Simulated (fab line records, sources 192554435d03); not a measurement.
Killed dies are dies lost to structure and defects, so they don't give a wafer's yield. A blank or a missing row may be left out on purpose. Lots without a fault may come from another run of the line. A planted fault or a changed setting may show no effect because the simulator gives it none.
Split-lot experiment | flow n5_finfet | 7 lots, 21 wafers read, on a route of 1938 steps

THE SPLIT
At N5_FIN_SAQP_ETCH_65 (etches SiO2 in CF4, target depth 4 nm, time 4.4 s), the setting time_s was moved away from the recipe's 4.4 s on 5 of the 21 wafers read, by -6.5% to +15.8%. The other wafers ran this setting at the recipe's value.

The reading is taken at the split's own step.

THE READING
etch.depth_nm (the simulator's own value, which no gauge read), in nm, at N5_FIN_SAQP_ETCH_65 (etches SiO2 in CF4, target depth 4 nm, time 4.4 s). The file gives no usual value for it. The 16 wafers here that ran the recipe average 4.033 nm, standard deviation 0.048 nm.

wafer  | tool, chamber at the split | time_s as run, s | against the recipe | etch.depth_nm, nm | against lot-mates on the recipe
L082.2 | rie_si-01, 1               | 4.4              | recipe             | 3.996             | -
L082.3 | rie_si-01, 3               | 4.112            | -6.5%              | 3.849             | -0.169
L082.4 | rie_si-01, 2               | 4.4              | recipe             | 4.04              | -
L083.1 | rie_si-01, 3               | 4.4              | recipe             | 4.148             | -
L083.2 | rie_si-01, 0               | 4.4              | recipe             | 4.031             | -
L083.5 | rie_si-01, 0               | 4.4              | recipe             | 4.049             | -
L085.1 | rie_si-06, 0               | 4.4              | recipe             | 3.994             | -
L085.2 | rie_si-06, 2               | 4.4              | recipe             | 4.045             | -
L085.4 | rie_si-06, 3               | 4.837            | +9.9%              | 4.394             | +0.375
L089.3 | rie_si-06, 0               | 5.094            | +15.8%             | 4.652             | +0.605
L089.4 | rie_si-06, 2               | 4.4              | recipe             | 4.075             | -
L089.5 | rie_si-06, 0               | 4.4              | recipe             | 4.019             | -
L092.3 | rie_si-03, 3               | 5.097            | +15.8%             | 4.751             | +0.692
L092.4 | rie_si-03, 1               | 5.097            | +15.8%             | 4.663             | +0.604
L092.6 | rie_si-03, 1               | 4.4              | recipe             | 4.059             | -
L093.1 | rie_si-03, 2               | 4.4              | recipe             | 4.019             | -
L093.2 | rie_si-03, 3               | 4.4              | recipe             | 4.117             | -
L093.4 | rie_si-03, 1               | 4.4              | recipe             | 3.992             | -
L094.3 | rie_si-03, 2               | 4.4              | recipe             | 3.997             | -
L094.4 | rie_si-03, 0               | 4.4              | recipe             | 3.987             | -
L094.5 | rie_si-03, 0               | 4.4              | recipe             | 3.965             | -

THE FIT
A straight line over all 21 wafers: etch.depth_nm changes by +0.0399 nm for each +1% of time_s; r = +0.98; the points scatter about the line by 0.051 nm.
The same after taking each lot's own level away (the mean of its wafers on the recipe; 21 wafers): +0.0387 nm for each +1%; r = +0.99; scatter 0.042 nm.
On that fit, the largest move of time_s shifts the reading by 0.61 nm.
The lots' own levels span 3.9830 to 4.0760 nm, that is 2.0 times the standard deviation above.
So the lot-to-lot level changes the slope little: the two slopes agree.
Check: with one of the wafers moved furthest among these (+15.8%) left out of the fit, the line predicts +0.592 nm for it against its lot-mates. It came out at +0.692 nm against them.

OTHER SPLITS ON THESE WAFERS
These wafers also went through other splits before the reading. Each is held against what the fit with the lots' levels taken away leaves over:
other split on the same wafers            | wafers away from the commonest value | r with etch.depth_nm (lot level and that fit taken away)
N5_WELL_APT_COAT_02 spin_rpm              | 5                                    | -0.08
N5_PMOS_HMC_CHANNEL_EPI_PEB_07 peb_temp_c | 6                                    | -0.10
N5_PMOS_HMC_CHANNEL_EPI_ETCH_38 bias_w    | 8                                    | -0.06
N5_FIN_SAQP_SPACER1_ALD_24 ald_cycles     | 5                                    | -0.50

THE FILE'S OWN FIT
etch.depth_nm changes by +0.0384 nm for each +1% of time_s, r = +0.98.
